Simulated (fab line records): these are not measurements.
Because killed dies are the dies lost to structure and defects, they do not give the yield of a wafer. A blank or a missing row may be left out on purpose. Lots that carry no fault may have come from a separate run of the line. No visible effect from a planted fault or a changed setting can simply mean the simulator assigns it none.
fab line records ; flow n5-finfet
record lots=4; wafers=12; last-day=17
route steps=1938 shown SD_EPI_P@308 SD_ACTIVATION@330 ILD0@335 SDB@347 BEOL_M4@1111 PASSIVATION@1936
lots untouched by any fault: they come from a run of this same line in which no faults occurred
start-h: start of the lot's first displayed wafer, in hours after the record's first day ; wait-h: time in hours since the lot's previous step ; " the same as in the row above ; L1.1+2: several wafers, shown together as one row ; - no value, or no start was given ; * or withheld: withheld ; < > ~ a bound
route shown NAME@n: a module of which the file shows steps, and the number in the route of the first ; usual: mean/standard deviation taken from wafers without a fault ; same: alike in all rows ; chamber/n: place in a boat ; sites: per-site readings ; _std_site: standard deviation across them ; _edge_site: the outer-site mean with the inner-site mean subtracted ; radius-mm: for every site, how far away it sits from the centre of the wafer ; mask NAME#n: copy n ; behind: the most recent tool/chamber to have shaped the wafer ; hold: the reason the lot was held/the length of the hold in hours/how it ended ; device: names the non-switching transistor (n, p or np) ; end of line: tests run on the same wafers once the route is complete ; a step without rows: its recipe alone ; killed: dies that structure and defects cost at the first sort, which is not the same as the wafer's yield ; map: a wafer's dies, marking killed ones x, the rest . and places with no die _
set.NAME: the setting the step ran with; set.NAME@STEP: the setting that earlier step ran with ; model.NAME: the simulator's own value behind a step, which no gauge read
lots at selected steps of the route; one table per step, one row per wafer
services: a tool's chamber out of use, with start hour (start-h, from the record's first day; less than 0 if before it), hours out, and reason
## steps
# step N5_SD_EPI_P_ETCH_37
# recipe chemistry=N2/H2; target=SOC; overetch-a=1080; mask-material=SiARC; temp-c=40; ion-energy-ev=100; source-w=3000; bias-w=133; pressure-mtorr=20; time-s=486; n2-flow-sccm=200; h2-flow-sccm=200; ends=end-point
# step N5_SD_EPI_P_STRIP_38
# recipe chemistry=N2/H2; temp-c=40; n2-flow-sccm=200; h2-flow-sccm=200; rf-frequency-hz=6e+07
# step N5_SD_EPI_P_ETCHBACK_46
# recipe chemistry=CH3F/O2; mode=anisotropic-etchback; target=SiNx; target-depth-a=175; stop-on=SiO2; over-etch-frac=0.3; ion-energy-ev=120; pressure-mtorr=30; source-w=395; bias-w=73; Ar_flow_sccm=150; CH3F_flow_sccm=30; O2_flow_sccm=20
# step N5_SD_EPI_P_ETCH_47
# recipe chemistry=CH3F/O2; target=SiOCN; target-depth-a=250; mask-material=SOC; ion-energy-ev=60; bias-w=29; pressure-mtorr=30; source-w=410; Ar_flow_sccm=150; CH3F_flow_sccm=30; O2_flow_sccm=20
# step N5_SD_EPI_P_ETCH_16
# recipe chemistry=CHF3/O2; target=SiO2; target-depth-a=50; mask-material=SOC; pressure-mtorr=30; source-w=650; bias-w=170; Ar_flow_sccm=200; CHF3_flow_sccm=50; O2_flow_sccm=5; ion-energy-ev=200
# step N5_SD_EPI_P_STRIP_50
# recipe chemistry=CHF3/O2; resist=SiARC; rf-frequency-hz=6e+07
# step N5_SD_EPI_P_SD_RECESS_17
# recipe chemistry=HBr/Cl2/O2; target-depth-a=391; bt-time-s=3; pressure-mtorr=10; icp-w=800; bias-w=112; HBr_flow_sccm=150; Cl2_flow_sccm=80; O2_flow_sccm=12
# step N5_SD_EPI_P_WET_ETCH_45
# recipe chemistry=dHF; dilution=withheld; time-s=10.7; target=SiO2; target-depth-a=20; temp-c=25; dry=ipa-marangoni; rinse-time-s=30; rinse-temp-c=23
# step N5_SD_EPI_P_STRIP_40
# recipe chemistry=N2/H2; power-w=1000; temp-c=250; h2-frac=0.65; overash-fraction=0.3; pressure-mtorr=withheld; n2-flow-sccm=1750; h2-flow-sccm=3250
# step N5_SD_EPI_P_PRECLEAN_52
# recipe chemistry=O3/DIW; time-s=60; temp-c=22; o3-ppm=10
# step N5_SD_EPI_P_SRD_20
# recipe dry=ipa-marangoni; do-ppb=5; time-s=30; temp-c=23; rinse-liquid=diw
# step N5_SD_EPI_P_PRECLEAN_51
# recipe chemistry=NF3:NH3; afs-cycles=1; temp-c=30; time-s=20; sublimation-temp-c=180; sublimation-time-s=60; pressure-torr=3; rf-power-w=30
# step N5_SD_EPI_P_VAPOR_ETCH_44
# recipe chemistry=NF3/Ar; target=SiGe30; temp-c=25; time-s=3.3; mode=isotropic
# usual susceptor-temp-C=25.01/0.1
lot.wafer;tool;chamber;start-h;wait-h;susceptor-temp-C
L882.2;epi-rpcvd-04;0;140.48;0.2;25.05
L882.3;epi-rpcvd-04;0;140.48;0.2;25.10
L882.6;epi-rpcvd-04;0;140.48;0.2;25.03
L882.2;epi-rpcvd-04;0;140.88;0.4;24.94
L882.3;epi-rpcvd-04;0;140.88;0.4;24.92
L882.6;epi-rpcvd-04;0;140.88;0.4;24.96
L885.1;epi-rpcvd-04;0;158.98;0.1;25.27
L885.3;epi-rpcvd-04;0;158.98;0.1;25.01
L885.6;epi-rpcvd-04;0;158.98;0.1;25.23
L885.1;epi-rpcvd-04;0;159.32;0.3;24.88
L885.3;epi-rpcvd-04;0;159.32;0.3;25.12
L885.6;epi-rpcvd-04;0;159.32;0.3;24.96
L886.1;epi-rpcvd-03;0;162.00;0.1;25.05
L886.3;epi-rpcvd-03;0;162.00;0.1;24.91
L886.4;epi-rpcvd-03;0;162.00;0.1;24.91
L891.1;epi-rpcvd-01;0;187.41;0.2;25.01
L891.2;epi-rpcvd-01;0;187.41;0.2;25.05
L891.5;epi-rpcvd-01;0;187.41;0.2;24.95
# step N5_SD_EPI_P_EPI_21
# recipe material=SiGe:B; dopant=B; temp-c=550; pressure-torr=20; ambient=H2; time-s=355
# step N5_SD_EPI_P_HM_STRIP_48
# recipe chemistry=H3PO4; temp-c=160; material=SiNx; target=SiNx; target-depth-a=30; overetch-fraction=0.3
# step N5_SD_EPI_P_SRD_49
# recipe dry=ipa-marangoni; time-s=30; temp-c=23; rinse-liquid=diw
# step N5_SD_EPI_P_PRECLEAN_24
# recipe chemistry=O3/DIW; time-s=45; temp-c=22; o3-ppm=10
# step N5_SD_EPI_P_PRECLEAN_32
# recipe chemistry=dHF; time-s=10; dilution=500:1; temp-c=25
# step N5_SD_EPI_P_PRECLEAN_33
# recipe chemistry=SC2; time-s=45; temp-c=35; mix=1:1:50
# step N5_SD_EPI_P_SRD_25
# recipe time-s=30; temp-c=23; rinse-liquid=diw; dry=ipa-marangoni
# step N5_SD_ACTIVATION_RTA_00
# recipe temp-c=975; time-s=0; ambient=N2; idle-temp-c=600; ramp-up-c-per-s=150; ramp-down-c-per-s=60; cool-to-c=600
# step N5_SD_ACTIVATION_LSA_01
# recipe temp-c=1080; time-s=0.0008; ambient=N2
# step N5_ILD0_LINER_00
# recipe material=SiNx; target-thk-a=40; temp-c=400; ald-precursor-family=SiH2I2; ald-co-reactant=N2/H2-plasma; pulse-time-s=1; purge-time-s=2; co-reactant-purge-time-s=2; ald-cycles=80; pressure-torr=2
# step N5_ILD0_FCVD_FILL_01
# recipe material=SiO2_flowable; target-thk-a=2000; temp-c=100; pressure-torr=0.8; rf-w=2000; time-s=328.3
# step N5_ILD0_CURE_02
# recipe temp-c=450; time-s=1800; ambient=steam; idle-temp-c=400; ramp-up-c-per-min=5; ramp-down-c-per-min=3; densification-p-h2o-torr=640
# step N5_ILD0_CMP_03
# recipe stop-on=SiNx; t-overpolish-s=1.9; post-cmp-clean=alkaline-brush; down-force-psi=4.1491; platen-rpm=51.796; pad-velocity-m-s=1.0306; target-thk-nm=197.38
# step N5_ILD0_CMP_07
# recipe stop-on=poly-Si; material=SiO2_flowable; t-overpolish-s=1.18; post-cmp-clean=alkaline-brush; down-force-psi=4.1491; platen-rpm=51.796; pad-velocity-m-s=1.0306; target-thk-nm=138.88
# step N5_ILD0_PRECLEAN_10
# recipe chemistry=NF3:NH3; afs-cycles=5; time-s=20; temp-c=30; sublimation-temp-c=180; sublimation-time-s=60; pressure-torr=3; rf-power-w=30
# step N5_ILD0_ALD_15
# recipe material=SiNx; target-thk-a=240; temp-c=400; ald-precursor-family=SiH2I2; ald-co-reactant=N2/H2-plasma; pulse-time-s=1; ald-cycles=480; purge-time-s=2; co-reactant-purge-time-s=2; pressure-torr=2
# step N5_ILD0_CMP_12
# recipe stop-on=poly-Si; material=SiNx; t-overpolish-s=6; post-cmp-clean=alkaline-brush; down-force-psi=2.5; platen-rpm=51.8; pad-velocity-m-s=1.0307; target-thk-nm=17.67
# step N5_SDB_HM_DEP_00
# recipe material=SiNx; target-thk-a=400; temp-c=400; precursor=SiH4/NH3/N2; pressure-torr=1.5; rf-w=300; time-s=35.3
# step N5_SDB_COAT_03
# recipe resist=SOC; temp-c=250; time-s=60; spin-rpm=1500; resist-thk-nm=100
# step N5_SDB_COAT_04
# recipe resist=SiARC; temp-c=220; time-s=60; spin-rpm=1500; resist-thk-nm=18
# step N5_BEOL_M4_RC_MEAS_101
# usual DIBL_N=36.5/1.4; DIBL_P=36.6/1.9; IOFF_N=0.167/0.029; IOFF_P=0.21/0.033; ION_N=674/12; ION_P=460/8.9; SS_N=71.6/0.57; SS_P=73.4/0.61; VT_N=249/3.3; VT_P=-250/3.3
lot.wafer;tool;chamber;start-h;wait-h;DIBL_N[mV/V];DIBL_P[mV/V];IOFF_N[nA/um];IOFF_P[nA/um];ION_N[uA/um];ION_P[uA/um];SS_N[mV/dec];SS_P[mV/dec];VT_N[mV];VT_P[mV]
L882.2;prober-02;0;261.77;0.6;35.5;-;0.159;-;672;-;71.6;-;248;-
L882.3;prober-02;0;261.77;0.6;33.6;-;0.123;-;668;-;70.5;-;252;-
L882.6;prober-02;0;261.77;0.6;35.6;-;0.165;-;680;-;71.1;-;249;-
L885.1;prober-01;0;268.40;0.0;37.2;-;0.143;-;645;-;71.6;-;252;-
L885.3;prober-01;0;268.40;0.0;38.2;-;0.149;-;659;-;71.8;-;252;-
L885.6;prober-01;0;268.40;0.0;38.0;-;0.152;-;665;-;71.4;-;250;-
L886.1;prober-02;0;269.21;0.0;38.8;39.3;0.201;0.22;677;452;72.3;73.5;248;-252
L886.3;prober-02;0;269.21;0.0;38.2;38.8;0.181;0.21;666;450;71.6;74.3;246;-253
L886.4;prober-02;0;269.21;0.0;39.2;39.4;0.201;0.22;674;452;73.1;74.1;250;-253
L891.1;prober-01;0;303.83;0.0;37.6;37.8;0.151;0.24;656;458;71.9;73.3;253;-248
L891.2;prober-01;0;303.83;0.0;35.9;35.2;0.134;0.19;668;460;71.3;72.1;253;-251
L891.5;prober-01;0;303.83;0.0;36.9;36.0;0.139;0.22;656;456;71.8;73.1;251;-251
# step N5_PASSIVATION_PROBE_49
# usual defect-limited-yield=91.2/1.6; killed_at_M0_to_M3=34/11; killed_at_M4_up=14/5.7; killed-at-contacts=14/6.6; killed-at-front-end=37/10; killed-at-other=4/3.2; killed-dies=104/19; killed-on-rim=14/4.1; killed-open=69/13; killed-short=33/8.7; sort_bin_4_leakage=0.00/0.014; sort_bin_5_function=5.1/1; sort_bin_6_memory=3.3/0.76; sort-n-pass=1076/19; sort-yield-pct=91.2/1.6
# same gross-dies=1180; killed-at-back-side=0; sort_bin_8_speed[%]=0
lot.wafer;tool;chamber;start-h;wait-h;defect-limited-yield[%];killed_at_M0_to_M3;killed_at_M4_up;killed-at-contacts;killed-at-front-end;killed-at-other;killed-dies;killed-on-rim;killed-open;killed-short;sort_bin_4_leakage[%];sort_bin_5_function[%];sort_bin_6_memory[%];sort-n-pass;sort-yield-pct[%]
L882.2;prober-02;-;360.57;0.1;90.6;29;15;14;48;5;111;11;68;43;90.59;6.3;2.6;0;0
L882.3;prober-02;-;360.62;0.1;91.0;27;12;22;42;3;106;11;68;37;91.02;5.8;2.8;0;0
L882.6;prober-02;-;360.77;0.3;88.2;39;13;37;43;7;139;12;88;51;88.22;6.4;4.8;0;0
L885.1;prober-02;-;373.93;0.0;91.4;28;15;12;47;0;102;11;66;35;91.36;4.7;3.6;0;0
L885.3;prober-02;-;374.03;0.1;90.8;25;18;16;48;1;108;14;84;24;90.85;6.0;3.0;0;0
L885.6;prober-02;-;374.18;0.3;91.8;32;13;13;39;0;97;12;71;25;91.78;5.0;3.1;0;0
L886.1;prober-02;-;379.08;0.0;91.6;36;15;6;39;3;99;18;71;27;0;4.8;3.3;1081;91.6
L886.3;prober-02;-;379.18;0.1;92.2;40;14;5;31;2;92;20;71;21;0;5.0;2.5;1088;92.2
L891.1;prober-02;-;404.19;0.4;87.9;46;9;19;64;5;143;16;107;36;0;6.6;4.8;1037;87.9
L891.2;prober-02;-;404.24;0.4;90.1;36;8;7;64;2;117;14;74;43;0;5.8;3.8;1063;90.1
L891.5;prober-02;-;404.39;0.6;89.9;40;12;12;53;2;119;15;74;45;0;6.1;3.7;1061;89.9
# killed by level:class
L882.2 STI_FIN_REVEAL:geometric-particle:open=20 FIN_SAQP:geometric-particle:short=8 BEOL_M2:geometric-particle:open=8 MOL_CONTACT_COAG:geometric-particle:short=7 MOL_CONTACT_COAG:geometric-particle:open=7 BEOL_M0_SAQP:geometric-particle:short=6 FIN_SAQP:geometric-particle:open=5 STI_FIN_REVEAL:geometric-particle:short=5
L882.3 MOL_CONTACT_COAG:geometric-particle:open=15 BEOL_M3:geometric-particle:open=8 STI_FIN_REVEAL:geometric-particle:open=7 GATE_CUT:geometric-particle:open=7 MOL_CONTACT_COAG:geometric-particle:short=7 FIN_SAQP:geometric-particle:open=6 GATE_CUT:geometric-particle:short=6 BEOL_M0_SAQP:geometric-particle:short=5
L882.6 MOL_CONTACT_COAG:geometric-particle:open=34 BEOL_M0_SAQP:geometric-particle:short=15 BEOL_M0_SAQP:geometric-particle:open=14 STI_FIN_REVEAL:geometric-particle:open=8 GATE_CUT:geometric-particle:short=8 BEOL_M4:geometric-particle:open=7 FIN_SAQP:geometric-particle:short=5 FIN_SAQP:geometric-particle:open=4
L885.1 FIN_SAQP:geometric-particle:short=14 MOL_CONTACT_COAG:geometric-particle:open=11 FIN_SAQP:geometric-particle:open=10 BEOL_M1:geometric-particle:open=8 BEOL_M0_SAQP:geometric-particle:open=8 BEOL_M0_SAQP:geometric-particle:short=5 STI_FIN_REVEAL:geometric-particle:open=4 BEOL_M5:geometric-particle:open=4
L885.3 FIN_SAQP:geometric-particle:open=20 MOL_CONTACT_COAG:geometric-particle:open=14 BEOL_M0_SAQP:geometric-particle:open=10 FIN_SAQP:geometric-particle:short=6 BEOL_M0_SAQP:geometric-particle:short=6 STI_FIN_REVEAL:geometric-particle:open=5 BEOL_M4:geometric-particle:open=5 GATE_CUT:geometric-particle:open=4
L885.6 FIN_SAQP:geometric-particle:open=12 STI_FIN_REVEAL:geometric-particle:open=11 MOL_CONTACT_COAG:geometric-particle:open=10 BEOL_M2:geometric-particle:open=7 BEOL_M0_SAQP:geometric-particle:short=6 BEOL_M0_SAQP:geometric-particle:open=5 BEOL_M0:geometric-particle:open=5 FIN_SAQP:geometric-particle:short=4
L886.1 BEOL_M2:geometric-particle:open=11 BEOL_M3:geometric-particle:open=9 FIN_SAQP:geometric-particle:open=8 FIN_SAQP:geometric-particle:short=8 BEOL_M1:geometric-particle:open=6 GATE_CUT:geometric-particle:short=5 BEOL_M4:geometric-particle:open=5 BEOL_M7:geometric-particle:open=5
L886.3 BEOL_M3:geometric-particle:open=13 FIN_SAQP:geometric-particle:open=9 BEOL_M1:geometric-particle:open=8 BEOL_M0_SAQP:geometric-particle:open=7 BEOL_M8:geometric-particle:open=5 DUMMY_GATE:geometric-particle:open=4 MOL_CONTACT_COAG:geometric-particle:open=4 BEOL_M0_SAQP:geometric-particle:short=4
L891.1 STI_FIN_REVEAL:geometric-particle:open=30 MOL_CONTACT_COAG:geometric-particle:open=15 BEOL_M1:geometric-particle:open=12 BEOL_M3:geometric-particle:open=11 FIN_SAQP:geometric-particle:open=10 FIN_SAQP:geometric-particle:short=10 BEOL_M2:geometric-particle:open=8 MOL_CONTACT_COAG:geometric-particle:short=4
L891.2 STI_FIN_REVEAL:geometric-particle:open=22 FIN_SAQP:geometric-particle:short=13 BEOL_M2:geometric-particle:open=8 BEOL_M1:geometric-particle:open=7 FIN_SAQP:geometric-particle:open=6 STI_FIN_REVEAL:geometric-particle:short=6 BEOL_M0_SAQP:geometric-particle:short=6 MOL_CONTACT_COAG:geometric-particle:open=5
L891.5 STI_FIN_REVEAL:geometric-particle:open=14 BEOL_M3:geometric-particle:open=10 FIN_SAQP:geometric-particle:open=9 BEOL_M1:geometric-particle:open=8 MOL_CONTACT_COAG:geometric-particle:open=8 BEOL_M0_SAQP:geometric-particle:open=8 FIN_SAQP:geometric-particle:short=7 STI_FIN_REVEAL:geometric-particle:short=5
# map L882.6 (x killed, . not)
_________________.xx..x......________________
______________..x.x.........x..x_____________
___________....x........x..........__________
__________....x...x...xxx..........._________
________............x.......x......x.._______
_______...............x.........x.....x______
______..x.x.............x..............._____
_____..x.....x.x..................x......____
____..x..........x..............x......x..___
___...x.........x.x..................x.....__
___......x.........x...x....x....x.........__
__.....x...................................._
__.........x.x..........x......x...x..x....._
_..........x..................x..x...........
_....x.........x...........x.................
_........x.....xx.x.....x..x.x..x............
_.....xx.........x...x..xx...................
_..........x.xx........x...x...............x.
_..xx.x....x..x..x..x...x....x...x...x.......
_......x.......x..x.....x..............x.....
_.........xxx...............x..x.x...........
__x.x....x..x......x.x.....x..x............._
__...................x..x..................._
___....................x...................__
___...x........x....x.....x..x..x..x....x..__
____....xx..x.......x.........x..x........___
_____.......x.......x......x.....x.......____
______......xx....x.x.x................._____
_______.........x........x...x.........______
________x........x..................x._______
__________x................x.....x.._________
___________........................__________
______________.............x...._____________
_________________............________________
# map L885.3 (x killed, . not)
_________________...x........________________
______________.x.............x.._____________
___________x.................x.x...__________
__________.............x.......x...._________
________....x.x.......x.x....x........_______
_______.......x.......xx...............______
______....x............................._____
_____............x.......x..............x____
____.....x.x...........................x..___
___..x.............................x.......__
___......x................x.............x..__
__....x.....x.............x.x..............._
__...xx..x.........x........................_
_..................x..........x..............
_..........x........xx......x................
_..x.......................xx..x........xx...
_...x..........x.......x.............x.......
_x............x.....x........................
_..x...............................x.........
_.............x...............x..............
_.............x.x.x.......x............x.....
__..x..........x..x.....x..................._
__..........................xx..x....x......_
___.............x.....x....................__
___........................x...............__
____..x..............x...x.....x.x........___
_____.......x...x..........x.x.......x...____
______......................x....x......_____
_______.......x...x..xx......xx.x......______
________x................x..........xx_______
__________.......xx.x..............._________
___________..x......x...x.......xx.__________
______________.............x...._____________
_________________....x.......________________
## services
tool;chamber;start-h;hours;kind
epi-rpcvd-01;-;117.05;1.3;repair
## key
first-sign step=N5_SD_EPI_P_VAPOR_ETCH_44; reading=visit; direction=added
effect step=N5_PASSIVATION_PROBE_49; reading=sort_bin_4_leakage; direction=up; sigmas=99+; usual=0.00; struck=90.64
met-at N5_SD_EPI_P_VAPOR_ETCH_44
struck-wafers L882.2,L882.3,L882.6,L885.1,L885.3,L885.6
fault kind=repeated-step-whole; tool=epi-rpcvd-01,epi-rpcvd-03,epi-rpcvd-04; chamber=-; onset-h=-; steps=N5_SD_EPI_P_VAPOR_ETCH_44; times=1; scope=struck-lots-only
